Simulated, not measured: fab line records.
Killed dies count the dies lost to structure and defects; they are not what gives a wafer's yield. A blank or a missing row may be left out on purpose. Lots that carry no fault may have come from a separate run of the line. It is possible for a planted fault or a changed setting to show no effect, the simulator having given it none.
Split-lot experiment / flow n5Finfet / route with 1938 steps; 7 lots, 21 wafers read

ON THE SPLIT
At N5_MOL_CONTACT_COAG_EXPOSE_05 (exposes mask CA, defocus 0 nm), the setting doseMj was moved away from the recipe's 38.25 on 5 of the 21 wafers read, by -6.5% to -2.1%. All remaining wafers had this setting at the recipe value.

FROM THE SPLIT TO THE READING: what the file shows between them, 14 steps
- N5_MOL_CONTACT_COAG_PEB_06: peb time 60 s
- N5_MOL_CONTACT_COAG_DEVELOP_07: develop time 30 s
- N5_MOL_CONTACT_COAG_CD_MEAS_08: target cd 28 nm
- N5_MOL_CONTACT_COAG_DESCUM_13: chemistry O2, time 7 s
- N5_MOL_CONTACT_COAG_ETCH_59: etches underlayer in N2/H2, target depth 13 nm, time 10.4 s
- N5_MOL_CONTACT_COAG_ETCH_105: etches SiARC in CF4, target depth 15.6 nm, time 26 s
- N5_MOL_CONTACT_COAG_ETCH_106: etches SOC in N2/H2, target depth 80 nm, overetch 16 nm, time 120 s
- N5_MOL_CONTACT_COAG_STRIP_107: strips in N2/H2
- N5_MOL_CONTACT_COAG_STRIP_108: strips in N2/H2
- N5_MOL_CONTACT_COAG_CONTACT_ETCH_14: etches SiO2 in C4F6/O2, target depth 27.5 nm, overetch 8.5 nm, time 20 s
- N5_MOL_CONTACT_COAG_STRIP_109: strips in C4F6/O2
- N5_MOL_CONTACT_COAG_ETCH_15: etches SiNx in CH3F/O2, stops on Si:P, target depth 7 nm
- N5_MOL_CONTACT_COAG_ETCH_110: etches Si in CF4/O2, target depth 2.5 nm, time 8 s
- N5_MOL_CONTACT_COAG_STRIP_98: strips in N2/H2

THE READING
cdNm (nm) at N5_MOL_CONTACT_COAG_CD_MEAS_99, where the cd target is 17.2 nm. Typical for fault-free wafers on this fab line: 17.1 nm, with standard deviation 0.3 nm.

wafer=L078.1; tool, chamber at the split=euvScanner-02, 0; doseMj as run=38.25; against the recipe=recipe; cdNm, nm=17.4; against lot-mates on the recipe=-
wafer=L078.4; tool, chamber at the split=euvScanner-02, 0; doseMj as run=35.75; against the recipe=-6.5%; cdNm, nm=15.6; against lot-mates on the recipe=-1.7
wafer=L078.6; tool, chamber at the split=euvScanner-02, 0; doseMj as run=38.25; against the recipe=recipe; cdNm, nm=17.2; against lot-mates on the recipe=-
wafer=L079.2; tool, chamber at the split=euvScanner-02, 0; doseMj as run=38.25; against the recipe=recipe; cdNm, nm=17.3; against lot-mates on the recipe=-
wafer=L079.3; tool, chamber at the split=euvScanner-02, 0; doseMj as run=38.25; against the recipe=recipe; cdNm, nm=16.8; against lot-mates on the recipe=-
wafer=L079.5; tool, chamber at the split=euvScanner-02, 0; doseMj as run=38.25; against the recipe=recipe; cdNm, nm=16.7; against lot-mates on the recipe=-
wafer=L089.2; tool, chamber at the split=euvScanner-01, 0; doseMj as run=38.25; against the recipe=recipe; cdNm, nm=17.4; against lot-mates on the recipe=-
wafer=L089.4; tool, chamber at the split=euvScanner-01, 0; doseMj as run=38.25; against the recipe=recipe; cdNm, nm=17.3; against lot-mates on the recipe=-
wafer=L089.5; tool, chamber at the split=euvScanner-01, 0; doseMj as run=38.25; against the recipe=recipe; cdNm, nm=17.0; against lot-mates on the recipe=-
wafer=L091.1; tool, chamber at the split=euvScanner-02, 0; doseMj as run=36.69; against the recipe=-4.1%; cdNm, nm=16.2; against lot-mates on the recipe=-1.1
wafer=L091.3; tool, chamber at the split=euvScanner-02, 0; doseMj as run=38.25; against the recipe=recipe; cdNm, nm=17.3; against lot-mates on the recipe=-
wafer=L091.4; tool, chamber at the split=euvScanner-02, 0; doseMj as run=36.69; against the recipe=-4.1%; cdNm, nm=15.5; against lot-mates on the recipe=-1.8
wafer=L092.2; tool, chamber at the split=euvScanner-01, 0; doseMj as run=37.46; against the recipe=-2.1%; cdNm, nm=17.0; against lot-mates on the recipe=-0.3
wafer=L092.3; tool, chamber at the split=euvScanner-01, 0; doseMj as run=37.46; against the recipe=-2.1%; cdNm, nm=16.7; against lot-mates on the recipe=-0.6
wafer=L092.5; tool, chamber at the split=euvScanner-01, 0; doseMj as run=38.25; against the recipe=recipe; cdNm, nm=17.3; against lot-mates on the recipe=-
wafer=L093.3; tool, chamber at the split=euvScanner-01, 0; doseMj as run=38.25; against the recipe=recipe; cdNm, nm=17.1; against lot-mates on the recipe=-
wafer=L093.5; tool, chamber at the split=euvScanner-01, 0; doseMj as run=38.25; against the recipe=recipe; cdNm, nm=16.6; against lot-mates on the recipe=-
wafer=L093.6; tool, chamber at the split=euvScanner-01, 0; doseMj as run=38.25; against the recipe=recipe; cdNm, nm=17.4; against lot-mates on the recipe=-
wafer=L097.2; tool, chamber at the split=euvScanner-02, 0; doseMj as run=38.25; against the recipe=recipe; cdNm, nm=17.6; against lot-mates on the recipe=-
wafer=L097.3; tool, chamber at the split=euvScanner-02, 0; doseMj as run=38.25; against the recipe=recipe; cdNm, nm=17.4; against lot-mates on the recipe=-
wafer=L097.4; tool, chamber at the split=euvScanner-02, 0; doseMj as run=38.25; against the recipe=recipe; cdNm, nm=17.1; against lot-mates on the recipe=-

FIT RESULTS
A straight line over all 21 wafers: cdNm changes by +0.269 nm for each +1% of doseMj; r = +0.86; the points scatter about the line by 0.3 nm.
The same after taking each lot's own level away (the mean of its wafers on the recipe; 21 wafers): +0.294 nm for each +1%; r = +0.91; scatter 0.26 nm.
That fit puts the effect of the largest move of doseMj on the reading at 1.9 nm.
The lots' own levels span 16.93 to 17.37 nm, that is 1.4 times the standard deviation above.
Consequently the slope shifts little with the lot-to-lot level, the two slopes agreeing.
Check: for one of the wafers moved furthest among these (-6.5%), held out of the fit, the line's prediction against its lot-mates is -2.15 nm. It came out at -1.7 nm against them.

THESE WAFERS: OTHER SPLITS
These wafers also went through other splits before the reading. Each is held against what the fit with the lots' levels taken away leaves over:
other split on the same wafers=N5_SD_EPI_P_COAT_34 spinRpm; wafers away from the commonest value=9; r with cdNm (lot level and that fit taken away)=+0.07
other split on the same wafers=N5_SDB_COAT_04 spinRpm; wafers away from the commonest value=5; r with cdNm (lot level and that fit taken away)=+0.03
other split on the same wafers=N5_SDB_ALD_29 aldCycles; wafers away from the commonest value=6; r with cdNm (lot level and that fit taken away)=+0.21
other split on the same wafers=N5_MOL_CONTACT_COAG_COAT_104 spinRpm; wafers away from the commonest value=6; r with cdNm (lot level and that fit taken away)=+0.12

THE WHOLE CHAIN: every reading that the file lists as answering this split, in the file's order
step=N5_MOL_CONTACT_COAG_CD_MEAS_08; what it does=target cd 28 nm; reading=cdNm; change (the file's fit)=+0.218 nm for each +1% of the setting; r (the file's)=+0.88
step=N5_MOL_CONTACT_COAG_ETCH_59; what it does=etches underlayer in N2/H2, target depth 13 nm, time 10.4 s; reading=MOL_CONTACT_COAG.cdOffsetNm (the simulator's own value, which no gauge read); change (the file's fit)=+0.249 nm for each +1% of the setting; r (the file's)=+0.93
step=N5_MOL_CONTACT_COAG_CONTACT_ETCH_14; what it does=etches SiO2 in C4F6/O2, target depth 27.5 nm, overetch 8.5 nm, time 20 s; reading=MOL_CONTACT_COAG.cdOffsetNm (the simulator's own value, which no gauge read); change (the file's fit)=+0.264 nm for each +1% of the setting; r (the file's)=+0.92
step=N5_MOL_CONTACT_COAG_ETCH_110; what it does=etches Si in CF4/O2, target depth 2.5 nm, time 8 s; reading=MOL_CONTACT_COAG.cdOffsetNm (the simulator's own value, which no gauge read); change (the file's fit)=+0.268 nm for each +1% of the setting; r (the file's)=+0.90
step=N5_MOL_CONTACT_COAG_CD_MEAS_99; what it does=target cd 17.2 nm; reading=cdNm; change (the file's fit)=+0.28 nm for each +1% of the setting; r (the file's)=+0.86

FILE'S OWN FIT
cdNm changes by +0.28 nm for each +1% of doseMj, r = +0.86.
